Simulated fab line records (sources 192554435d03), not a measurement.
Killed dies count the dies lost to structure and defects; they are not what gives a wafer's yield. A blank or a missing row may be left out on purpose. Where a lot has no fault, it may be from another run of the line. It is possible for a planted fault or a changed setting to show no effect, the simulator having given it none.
Matching of chambers | flow n5 finfet | N5_BEOL_M9_DEP_56 on pecvd-04 has 3 sister chambers
The step deposits SiCN from 3MS/NH3, target thk 15 nm, time 26.5 s. 18 wafers are shown with their chamber, then 9 later ones without.

## WAFERS, EACH WITH ITS CHAMBER
wafer  | chamber | throttle valve pct (%) | showerhead plenum p Torr (Torr)
L078.1 | 2       | 8.7                    | 3.652
L078.2 | 0       | 8.7                    | 3.673
L078.6 | 1       | 10.2                   | 3.661
L080.1 | 1       | 9.6                    | 3.662
L080.3 | 0       | 8.4                    | 3.669
L080.4 | 1       | 9.8                    | 3.662
L084.2 | 0       | 8.8                    | 3.664
L084.5 | 1       | 9.9                    | 3.661
L084.6 | 0       | 9.1                    | 3.674
L085.1 | 1       | 10.1                   | 3.663
L085.3 | 0       | 8.5                    | 3.676
L085.6 | 1       | 10.0                   | 3.656
L087.1 | 1       | 9.9                    | 3.655
L087.2 | 2       | 9.0                    | 3.657
L087.5 | 2       | 9.1                    | 3.653
L086.1 | 2       | 8.6                    | 3.654
L086.5 | 2       | 9.0                    | 3.650
L086.6 | 1       | 9.9                    | 3.666

SIGNATURES (averages over the wafers above)
reading                  | chamber 0 | chamber 1 | chamber 2 | scatter within a chamber
throttle valve pct       | 8.700     | 9.925     | 8.880     | 0.22
showerhead plenum p Torr | 3.67120   | 3.66075   | 3.65320   | 0.00373
Rule: for a wafer and a chamber, the distance is found by dividing, reading by reading, the gap between the wafer's reading and the chamber's mean by the reading's scatter, squaring, summing and taking the root. The wafer belongs to the nearest chamber; if the next one is less than 2 further off, it can't be placed. The scatter is the square root of a quotient: the sum, over the shown wafers, of each reading's squared deviation from its chamber's mean, divided by wafers minus chambers.

## WAFERS MISSING THEIR CHAMBER
wafer  | throttle valve pct (%) | showerhead plenum p Torr (Torr)
L096.1 | 9.2                    | 3.643
L096.5 | 9.1                    | 3.655
L096.6 | 9.8                    | 3.659
L095.3 | 9.0                    | 3.660
L095.5 | 8.7                    | 3.649
L095.6 | 8.7                    | 3.663
L097.4 | 9.9                    | 3.653
L097.5 | 9.1                    | 3.652
L097.6 | 8.8                    | 3.675

## WHICH CHAMBER EACH WENT THROUGH
wafer  | from the rows above     | in truth
L096.1 | 2                       | 2
L096.5 | 2                       | 2
L096.6 | 1                       | 1
L095.3 | can't be placed: 2 or 0 | 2
L095.5 | 2                       | 2
L095.6 | can't be placed: 0 or 2 | 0
L097.4 | 1                       | 1
L097.5 | 2                       | 2
L097.6 | 0                       | 0
Correct placement for 7 of the 9. Not placeable from these rows: 2 (in 2, the candidates include the true chamber). 0 placed wrongly.
